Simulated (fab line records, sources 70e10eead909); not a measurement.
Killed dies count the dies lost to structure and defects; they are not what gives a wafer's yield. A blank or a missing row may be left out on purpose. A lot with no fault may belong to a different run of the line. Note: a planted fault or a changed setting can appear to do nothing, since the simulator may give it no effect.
fab line records | flow nandHarc | part 2 of 2: steps 5 to 6 of 6
[record] lots = 22 wafers = 66 lastDay = 25
route steps=1159 shown A_STAIRCASE@559
lots that met no fault: taken from a fault-free run of the same line
startH: the number of hours between the record's first day and the start of the first shown wafer of the lot | waitH: hours from the lot's prior step to this one | " same as the row above | L1.1+2: a row that stands for several wafers | - no value, or no start given | * or withheld: withheld | < > ~ a bound
route shown NAME@n: NAME is a module with steps in the file, n the number in the route of the first one | usual: mean and standard deviation over wafers with no fault | same: alike in all rows | chamber/n: place in a boat | sites: per-site readings | _std_site: their standard deviation | _edge_site: inner sites' mean taken away from outer sites' mean | radiusMm: how far each site lies from the wafer's centre | mask NAME#n: copy n | behind: the last tool/chamber to shape the wafer | hold: the reason the lot was held/the length of the hold in hours/how it ended | device: names the non-switching transistor (n, p or np) | end of line: the same wafers' tests at the end of the route | a step with no rows: only its recipe | killed: not the wafer's yield, but the dies lost to structure and defects at the first sort | map: shows each die of a wafer: x if killed, . if not, _ if none is there
set.NAME: setting as actually run; set.NAME@STEP: the setting as run at that earlier step | model.NAME: the simulator's own value behind a step, which no gauge read
the route's steps for a sample of lots (tables are steps, rows are wafers)
services: a tool's chamber out of use, with start hour (startH, from the record's first day; less than 0 if before it), hours out, and reason
[[steps]]
[step NHARC_A_STAIRCASE_ETCH_230]
[recipe] targetDepthA = 1000 timeS = 40.5 ionEnergyEv = 400 c4f8FlowSccm = 20 o2FlowSccm = 10 arFlowSccm = withheld rfW = 600 biasW = 1000 chemistry = C4F8/O2
[usual] chamberPressureMTorr = 25.000/0.021 oesProductAu = 0.943/0.018 rfVppV = 895/4.1
// columns lot.wafer tool chamber startH waitH chamberPressureMTorr oesProductAu rfHoursCounterH rfVppV
L074.2 rieDiel-02 2 - - 24.984 0.923 36 891
L074.3 " 3 " " 25.012 0.947 37 897
L074.1 " 0 " " 25.011 0.936 37 896
L075.2 rieDiel-08 3 - - 25.019 0.926 50 900
L075.3 " 1 " " 25.006 0.935 45 893
L075.4 " 2 " " 25.012 0.944 45 900
L078.2 rieDiel-08 0 - - 25.015 0.923 45 891
L078.6 " 0 " " 24.974 0.916 - 889
L078.5 " 1 " " 24.982 0.934 - 892
L077.4 rieDiel-08 1 - - 25.009 0.947 51 893
L077.3 " 3 " " 24.958 0.927 55 901
L077.1 " 0 " " 24.983 0.943 46 890
L076.2 rieDiel-08 2 - - 25.000 0.940 52 898
L076.6 " 2 " " 25.011 0.949 - 901
L076.5 " 3 " " 25.022 0.932 - 899
L079.1 rieDiel-01 2 - - 24.977 0.949 46 893
L079.4 " 0 " " 24.960 0.947 48 893
L079.6 " 1 " " 25.014 0.959 - 899
L081.2 rieDiel-08 3 - - 24.980 0.906 62 900
L081.1 " 0 " " 24.997 0.926 55 890
L081.5 " 1 " " 24.994 0.961 - 892
L080.1 rieDiel-01 0 - - 25.020 0.910 55 893
L080.6 " 3 " " 25.029 0.919 - 889
L080.5 " 0 " " 24.992 0.906 - 892
L082.2 rieDiel-01 0 - - 24.951 0.924 58 892
L082.1 " 3 " " 25.004 0.954 49 889
L082.5 " 1 " " 25.002 0.950 - 899
L088.4 rieDiel-01 1 - - 25.008 0.931 0 899
L088.1 " 2 " " 24.970 0.940 0 895
L088.5 " 1 " " 24.969 0.944 - 899
L087.3 rieDiel-01 0 - - 25.000 0.942 2 893
L087.1 " 1 " " 24.990 0.948 2 899
L087.5 " 3 " " 24.995 0.936 - 888
L085.1 rieDiel-01 1 - - 25.013 0.946 4 899
L085.4 " 2 " " 24.998 0.934 4 894
L085.6 " 3 " " 25.009 0.936 - 888
L086.2 rieDiel-01 2 - - 24.992 0.953 5 893
L086.1 " 0 " " 25.035 0.953 6 892
L086.6 " 1 " " 25.008 0.976 - 900
L090.4 rieDiel-01 1 - - 24.978 0.939 11 899
L090.1 " 0 " " 24.987 0.936 11 892
L090.6 " 1 " " 25.015 0.938 - 899
L089.1 rieDiel-01 0 - - 25.011 0.944 11 893
L089.3 " 3 " " 25.010 0.917 12 887
L089.6 " 1 " " 24.978 0.960 - 899
L092.2 rieDiel-08 1 - - 25.019 0.966 17 891
L092.1 " 3 " " 25.017 0.969 21 899
L092.6 " 1 " " 24.999 0.971 - 891
L091.1 rieDiel-02 3 - - 25.032 0.952 4 895
L091.2 " 1 " " 25.032 0.952 4 902
L091.3 " 2 " " 25.014 0.947 4 891
L094.4 rieDiel-08 3 - - 25.031 0.939 31 898
L094.2 " 0 " " 24.992 0.953 23 888
L094.5 " 2 " " 24.986 0.951 - 900
L095.4 rieDiel-01 2 - - 24.994 0.955 19 893
L095.3 " 0 " " 24.980 0.989 21 892
L095.5 " 2 " " 25.003 0.945 - 894
L093.1 rieDiel-08 1 - - 25.014 0.972 28 893
L093.3 " 2 " " 24.979 0.964 31 900
L093.6 " 1 " " 25.015 0.972 - 893
L096.1 rieDiel-02 2 - - 25.004 0.938 11 891
L096.2 " 0 " " 24.995 0.962 9 895
L096.6 " 1 " " 25.020 0.948 - 900
L097.3 rieDiel-01 0 - - 25.018 0.925 26 892
L097.4 " 1 " " 24.987 0.940 24 897
L097.6 " 0 " " 25.020 0.931 - 892
[step NHARC_A_STAIRCASE_ETCH_236]
[recipe] targetDepthA = 1000 timeS = 40.5 ionEnergyEv = 400 c4f8FlowSccm = 20 o2FlowSccm = 10 arFlowSccm = withheld rfW = 600 biasW = 1000 chemistry = C4F8/O2
[usual] chamberPressureMTorr = 24.998/0.023 oesProductAu = 0.939/0.013 rfVppV = 894/4.1
// columns lot.wafer tool chamber startH waitH chamberPressureMTorr oesProductAu rfHoursCounterH rfVppV
L074.1 rieDiel-02 2 - - 24.980 0.940 37 891
L074.2 " 0 " " 24.949 0.958 38 898
L074.3 " 1 " " 25.008 0.951 37 900
L075.2 rieDiel-08 3 - - 24.986 0.920 51 899
L075.4 " 0 " " 24.982 0.931 41 890
L075.3 " 2 " " 25.006 0.961 46 900
L078.2 rieDiel-08 3 - - 24.977 0.915 55 899
L078.5 " 0 " " 24.962 0.916 - 891
L078.6 " 1 " " 24.998 0.927 - 892
L077.3 rieDiel-08 3 - - 24.995 0.928 55 899
L077.1 " 0 " " 25.008 0.951 46 889
L077.4 " 1 " " 25.005 0.938 52 893
L076.2 rieDiel-08 2 - - 25.041 0.944 53 898
L076.5 " 3 " " 24.998 0.920 - 899
L076.6 " 0 " " 25.006 0.927 - 891
L079.1 rieDiel-01 1 - - 25.010 0.951 48 898
L079.4 " 0 " " 24.978 0.922 49 891
L079.6 " 1 " " 24.988 0.952 - 898
L081.2 rieDiel-08 1 - - 25.020 0.953 61 894
L081.1 " 2 " " 24.984 0.939 58 899
L081.5 " 0 " " 25.017 0.923 - 888
L080.1 rieDiel-01 2 - - 24.999 0.927 54 892
L080.5 " 2 " " 24.967 0.931 - 895
L080.6 " 3 " " 25.017 0.930 - 889
L082.2 rieDiel-01 0 - - 24.985 0.910 58 891
L082.1 " 3 " " 24.992 0.935 49 889
L082.5 " 1 " " 24.981 0.940 - 899
L088.1 rieDiel-01 1 - - 25.040 0.959 1 901
L088.4 " 2 " " 25.009 0.932 1 895
L088.5 " 1 " " 24.974 0.959 - 900
L087.3 rieDiel-01 2 - - 24.984 0.941 2 894
L087.1 " 3 " " 24.975 0.946 2 889
L087.5 " 2 " " 25.026 0.935 - 893
L085.4 rieDiel-01 0 - - 24.963 0.932 6 893
L085.1 " 2 " " 25.025 0.926 5 895
L085.6 " 0 " " 25.008 0.925 - 892
L086.2 rieDiel-01 1 - - 25.000 0.956 5 900
L086.1 " 0 " " 24.974 0.927 6 894
L086.6 " 1 " " 25.010 0.947 - 898
L090.1 rieDiel-01 0 - - 24.968 0.945 12 893
L090.4 " 2 " " 25.040 0.932 12 894
L090.6 " 0 " " 25.015 0.942 - 894
L089.3 rieDiel-01 2 - - 24.996 0.950 13 894
L089.1 " 0 " " 25.000 0.948 12 893
L089.6 " 2 " " 25.030 0.947 - 895
L092.1 rieDiel-08 0 - - 24.971 0.926 12 887
L092.2 " 1 " " 25.012 0.928 17 892
L092.6 " 3 " " 25.012 0.929 - 899
L091.2 rieDiel-02 2 - - 24.955 0.941 4 891
L091.3 " 3 " " 24.998 0.936 4 895
L091.1 " 0 " " 24.974 0.929 1 898
L094.4 rieDiel-08 1 - - 24.982 0.942 27 892
L094.2 " 2 " " 25.010 0.952 30 900
L094.5 " 2 " " 24.999 0.947 - 900
L095.4 rieDiel-01 1 - - 25.003 0.958 20 899
L095.3 " 3 " " 24.966 0.945 20 889
L095.5 " 1 " " 24.974 0.959 - 897
L093.3 rieDiel-08 1 - - 25.003 0.946 29 892
L093.1 " 3 " " 24.990 0.942 33 899
L093.6 " 1 " " 25.034 0.949 - 892
L096.1 rieDiel-02 3 - - 25.026 0.954 13 895
L096.2 " 0 " " 24.996 0.956 9 896
L096.6 " 1 " " 25.054 0.947 - 899
L097.4 rieDiel-01 3 - - 24.979 0.930 26 889
L097.3 " 0 " " 25.024 0.940 27 893
L097.6 " 2 " " 25.025 0.932 - 893
[[services]]
// columns tool chamber startH hours kind
rieDiel-08 0 240.17 12.9 repair
rieDiel-01 0 246.31 - clean
rieDiel-01 1 246.31 - clean
rieDiel-01 2 246.31 - clean
rieDiel-01 3 246.31 - clean
rieDiel-01 3 256.86 8.8 repair
rieDiel-02 3 267.86 7.5 repair
rieDiel-01 0 270.81 - clean
rieDiel-01 1 270.81 - clean
rieDiel-01 2 270.81 - clean
rieDiel-01 3 270.81 - clean
rieDiel-01 0 295.39 - clean
rieDiel-01 1 295.39 - clean
rieDiel-01 2 295.39 - clean
rieDiel-01 3 295.39 - clean
rieDiel-08 - 301.82 9.0 pm
rieDiel-01 - 314.97 9.0 pm
rieDiel-01 0 314.97 9.0 ventCycle
rieDiel-01 1 314.97 9.0 ventCycle
rieDiel-01 2 314.97 9.0 ventCycle
rieDiel-08 0 318.40 14.4 repair
rieDiel-02 - 328.58 9.0 pm
rieDiel-08 1 331.54 11.2 repair
rieDiel-02 0 337.94 7.0 repair
